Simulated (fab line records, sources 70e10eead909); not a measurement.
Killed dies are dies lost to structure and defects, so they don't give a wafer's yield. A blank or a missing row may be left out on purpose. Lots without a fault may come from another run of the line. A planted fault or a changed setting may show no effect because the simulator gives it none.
Chamber matching | flow nand_harc | NHARC_A_CHANNEL_FILL_D2_STRIP_28 on rie_diel-06: 4 sister chambers
The step strips in O2, time 20 s. 4 wafers are shown with their chamber, then 12 later ones without.

WAFERS WITH THEIR CHAMBER
wafer  | chamber | drypump_motor_current_A (A)
L081.1 | 3       | 6.0
L085.3 | 2       | 6.6
L086.4 | 0       | 6.5
L086.5 | 1       | 6.2

WAFERS WITHOUT THEIR CHAMBER
wafer  | drypump_motor_current_A (A)
L087.1 | 6.7
L087.2 | 5.9
L087.3 | 6.5
L094.1 | 5.9
L094.3 | 6.2
L094.4 | 6.5
L093.2 | 6.2
L093.4 | 6.6
L093.6 | 5.9
L096.1 | 6.6
L096.4 | 6.2
L096.6 | 6.6

WHICH CHAMBER EACH WENT THROUGH
wafer  | from the rows above     | in truth
L087.1 | can't be placed: 2 or 0 | 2
L087.2 | 3                       | 3
L087.3 | can't be placed: 0 or 2 | 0
L094.1 | 3                       | 3
L094.3 | 1                       | 1
L094.4 | can't be placed: 0 or 2 | 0
L093.2 | 1                       | 1
L093.4 | can't be placed: 2 or 0 | 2
L093.6 | 3                       | 3
L096.1 | can't be placed: 2 or 0 | 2
L096.4 | 1                       | 1
L096.6 | can't be placed: 2 or 0 | 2
Placed correctly: 6 of 12. Can't be placed from these rows: 6 (the true chamber is among the candidates in 6). Placed wrongly: 0.
How it was worked out, from the rows above alone: a wafer's distance from a chamber is the root of the sum, over the readings, of the square of ((its reading less the chamber's mean) divided by the reading's scatter). The wafer belongs to the nearest chamber; if the next one is less than 2 further off, it can't be placed. A chamber's mean is the mean of its shown wafers. The scatter: with one shown wafer a chamber, the root of the mean of the squares of how far each hidden wafer lies from its nearest shown one.
